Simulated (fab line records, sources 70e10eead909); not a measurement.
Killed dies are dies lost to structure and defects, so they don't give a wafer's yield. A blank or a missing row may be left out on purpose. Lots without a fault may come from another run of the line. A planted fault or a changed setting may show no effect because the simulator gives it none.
Chamber matching | flow nand_harc | NHARC_A_WL_FILL_STRIP_29 on rie_diel-10: 4 sister chambers
The step strips in O2, time 20 s. 8 wafers are shown with their chamber, then 8 later ones without.

WAFERS WITH THEIR CHAMBER
wafer  | chamber | showerhead_plenum_p_Torr (Torr) | drypump_motor_current_A (A)
L075.5 | 3       | 3.36                            | 5.58
L085.6 | 1       | 3.74                            | 5.53
L086.2 | 2       | 3.56                            | 5.02
L086.5 | 3       | 3.36                            | 5.59
L089.2 | 0       | 3.73                            | 5.68
L089.3 | 1       | 3.74                            | 5.55
L089.5 | 2       | 3.56                            | 5.02
L087.3 | 0       | 3.72                            | 5.68

WAFERS WITHOUT THEIR CHAMBER
wafer  | showerhead_plenum_p_Torr (Torr) | drypump_motor_current_A (A)
L087.5 | 3.36                            | 5.57
L087.6 | 3.73                            | 5.70
L091.2 | 3.74                            | 5.54
L091.4 | 3.36                            | 5.59
L091.5 | 3.72                            | 5.71
L095.2 | 3.72                            | 5.70
L095.3 | 3.36                            | 5.54
L095.6 | 3.36                            | 5.57

WHICH CHAMBER EACH WENT THROUGH
wafer  | from the rows above | in truth
L087.5 | 3                   | 3
L087.6 | 0                   | 0
L091.2 | 1                   | 1
L091.4 | 3                   | 3
L091.5 | 0                   | 0
L095.2 | 0                   | 0
L095.3 | 3                   | 3
L095.6 | 3                   | 3
Placed correctly: 8 of 8. Can't be placed from these rows: 0. Placed wrongly: 0.
How it was worked out, from the rows above alone: a wafer's distance from a chamber is the root of the sum, over the readings, of the square of ((its reading less the chamber's mean) divided by the reading's scatter). The wafer belongs to the nearest chamber; if the next one is less than 2 further off, it can't be placed. A chamber's mean is the mean of its shown wafers. The scatter: the root of (the sum of the squares of (reading less its chamber's mean) over the shown wafers, divided by (wafers less chambers)).
